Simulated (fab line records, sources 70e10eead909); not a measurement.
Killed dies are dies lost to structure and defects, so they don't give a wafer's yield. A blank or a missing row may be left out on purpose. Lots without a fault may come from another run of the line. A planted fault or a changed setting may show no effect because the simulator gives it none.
Chamber matching | flow nand_harc | NHARC_A_STAIRCASE_DEP_280 on pecvd-04: 3 sister chambers
The step deposits SiON, target thk 30 nm. 6 wafers are shown with their chamber, then 8 later ones without.

WAFERS WITH THEIR CHAMBER
wafer  | chamber | heater_power_w (W)
L086.4 | 1       | 765
L086.6 | 0       | 769
L088.2 | 2       | 1034
L088.4 | 2       | 1079
L088.5 | 0       | 715
L091.3 | 1       | 748

WAFERS WITHOUT THEIR CHAMBER
wafer  | heater_power_w (W)
L091.4 | 961
L091.6 | 763
L093.2 | 941
L093.5 | 637
L093.6 | 669
L095.2 | 771
L095.4 | 890
L095.6 | 735

WHICH CHAMBER EACH WENT THROUGH
wafer  | from the rows above          | in truth
L091.4 | 2                            | 2
L091.6 | can't be placed: 1 or 0      | 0
L093.2 | 2                            | 2
L093.5 | can't be placed: 0 or 1      | 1
L093.6 | can't be placed: 0 or 1      | 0
L095.2 | can't be placed: 1 or 0      | 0
L095.4 | can't be placed: 1 or 0 or 2 | 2
L095.6 | can't be placed: 0 or 1      | 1
Placed correctly: 2 of 8. Can't be placed from these rows: 6 (the true chamber is among the candidates in 6). Placed wrongly: 0.
How it was worked out, from the rows above alone: a wafer's distance from a chamber is the root of the sum, over the readings, of the square of ((its reading less the chamber's mean) divided by the reading's scatter). The wafer belongs to the nearest chamber; if the next one is less than 2 further off, it can't be placed. A chamber's mean is the mean of its shown wafers. The scatter: the root of (the sum of the squares of (reading less its chamber's mean) over the shown wafers, divided by (wafers less chambers)).
